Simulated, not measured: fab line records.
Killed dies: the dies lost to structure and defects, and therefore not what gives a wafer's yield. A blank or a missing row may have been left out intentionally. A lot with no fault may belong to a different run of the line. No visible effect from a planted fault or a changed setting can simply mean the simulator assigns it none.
Chamber matching | flow nandHarc | 4 sister chambers for NHARC_P_M1_DESCUM_14 on rieDiel-13
The step chemistry O2, time 3 s. 8 wafers are shown with their chamber, then 7 later ones without.

WAFERS WITH THEIR CHAMBER
wafer  | chamber | drypumpMotorCurrentA (A) | oesProductAu (a.u.)
L078.3 | 2       | 6.3                      | 1.002
L080.5 | 1       | 5.7                      | 0.988
L081.4 | 3       | 6.6                      | 0.996
L082.2 | 1       | 5.6                      | 0.998
L082.3 | 2       | 6.4                      | 0.999
L082.4 | 0       | 6.1                      | 1.002
L083.1 | 0       | 6.0                      | 1.000
L083.2 | 3       | 6.5                      | 0.995

WAFERS WHOSE CHAMBER IS MISSING
wafer  | drypumpMotorCurrentA (A) | oesProductAu (a.u.)
L083.5 | 5.6                      | 0.997
L086.3 | 5.6                      | 0.995
L086.5 | 6.3                      | 1.006
L086.6 | 5.6                      | 1.007
L090.1 | 6.6                      | 1.000
L090.4 | 6.1                      | 1.018
L090.6 | 6.4                      | 1.010

CHAMBER TAKEN BY EACH
wafer  | from the rows above     | in truth
L083.5 | 1                       | 1
L086.3 | 1                       | 1
L086.5 | 2                       | 2
L086.6 | 1                       | 1
L090.1 | 3                       | 3
L090.4 | can't be placed: 0 or 2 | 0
L090.6 | can't be placed: 2 or 3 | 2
Correctly placed: 5 of 7. Can't be placed from these rows: 2 (the true chamber is among the candidates in 2). 0 placed wrongly.
How it was worked out, from the rows above alone: a wafer's distance from a chamber is the root of the sum, over the readings, of the square of ((its reading less the chamber's mean) divided by the reading's scatter). The wafer belongs to the nearest chamber; if the next one is less than 2 further off, it can't be placed. Each chamber's mean is taken over the wafers shown for it. How the scatter is found: for the shown wafers, subtract from each reading the mean of its chamber, square and add these, divide the total by (wafers less chambers), then take the root.
